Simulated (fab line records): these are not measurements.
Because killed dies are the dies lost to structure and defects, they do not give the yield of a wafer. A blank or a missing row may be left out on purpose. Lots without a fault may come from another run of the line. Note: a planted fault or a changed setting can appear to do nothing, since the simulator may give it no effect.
Chamber matching || flow n5_finfet || ald_metal-01 running N5_HKMG_FIN_ALD_21: 4 sister chambers
The step deposits TiN, target thk 1.5 nm, pulse time 1 s, purge time 3 s. 8 wafers are shown with their chamber, then 8 later ones without.

## WAFERS WITH THEIR CHAMBER
{"wafer": "L076.6", "chamber": 2, "heater_power_outer_w (W)": 476, "heater_power_w (W)": 845}
{"wafer": "L086.1", "chamber": 3, "heater_power_outer_w (W)": 538, "heater_power_w (W)": 792}
{"wafer": "L086.3", "chamber": 0, "heater_power_outer_w (W)": 594, "heater_power_w (W)": 931}
{"wafer": "L086.5", "chamber": 1, "heater_power_outer_w (W)": 569, "heater_power_w (W)": 944}
{"wafer": "L091.1", "chamber": 1, "heater_power_outer_w (W)": 586, "heater_power_w (W)": 919}
{"wafer": "L091.2", "chamber": 3, "heater_power_outer_w (W)": 523, "heater_power_w (W)": 805}
{"wafer": "L091.6", "chamber": 0, "heater_power_outer_w (W)": 582, "heater_power_w (W)": 910}
{"wafer": "L094.2", "chamber": 2, "heater_power_outer_w (W)": 476, "heater_power_w (W)": 838}

## WAFERS WITHOUT THEIR CHAMBER
{"wafer": "L094.3", "heater_power_outer_w (W)": 584, "heater_power_w (W)": 932}
{"wafer": "L094.5", "heater_power_outer_w (W)": 600, "heater_power_w (W)": 922}
{"wafer": "L095.1", "heater_power_outer_w (W)": 591, "heater_power_w (W)": 945}
{"wafer": "L095.3", "heater_power_outer_w (W)": 524, "heater_power_w (W)": 773}
{"wafer": "L095.6", "heater_power_outer_w (W)": 483, "heater_power_w (W)": 850}
{"wafer": "L097.1", "heater_power_outer_w (W)": 476, "heater_power_w (W)": 842}
{"wafer": "L097.3", "heater_power_outer_w (W)": 542, "heater_power_w (W)": 819}
{"wafer": "L097.6", "heater_power_outer_w (W)": 484, "heater_power_w (W)": 857}

## EACH ONE'S CHAMBER
{"wafer": "L094.3", "from the rows above": "can't be placed: 1 or 0", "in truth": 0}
{"wafer": "L094.5", "from the rows above": "can't be placed: 0 or 1", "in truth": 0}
{"wafer": "L095.1", "from the rows above": "can't be placed: 1 or 0", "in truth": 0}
{"wafer": "L095.3", "from the rows above": 3, "in truth": 3}
{"wafer": "L095.6", "from the rows above": 2, "in truth": 2}
{"wafer": "L097.1", "from the rows above": 2, "in truth": 2}
{"wafer": "L097.3", "from the rows above": 3, "in truth": 3}
{"wafer": "L097.6", "from the rows above": 2, "in truth": 2}
Placed correctly: 5 of 8. Unplaceable from these rows: 3, with the true chamber sitting among the candidates in 3. 0 placed wrongly.
How it was worked out, from the rows above alone: a wafer's distance from a chamber is the root of the sum, over the readings, of the square of ((its reading less the chamber's mean) divided by the reading's scatter). The wafer belongs to the nearest chamber; if the next one is less than 2 further off, it can't be placed. The mean given for a chamber averages the wafers shown for that chamber. The scatter: take each reading less its chamber's mean, square it, sum over the shown wafers, divide by the number of wafers less the number of chambers, and take the root.
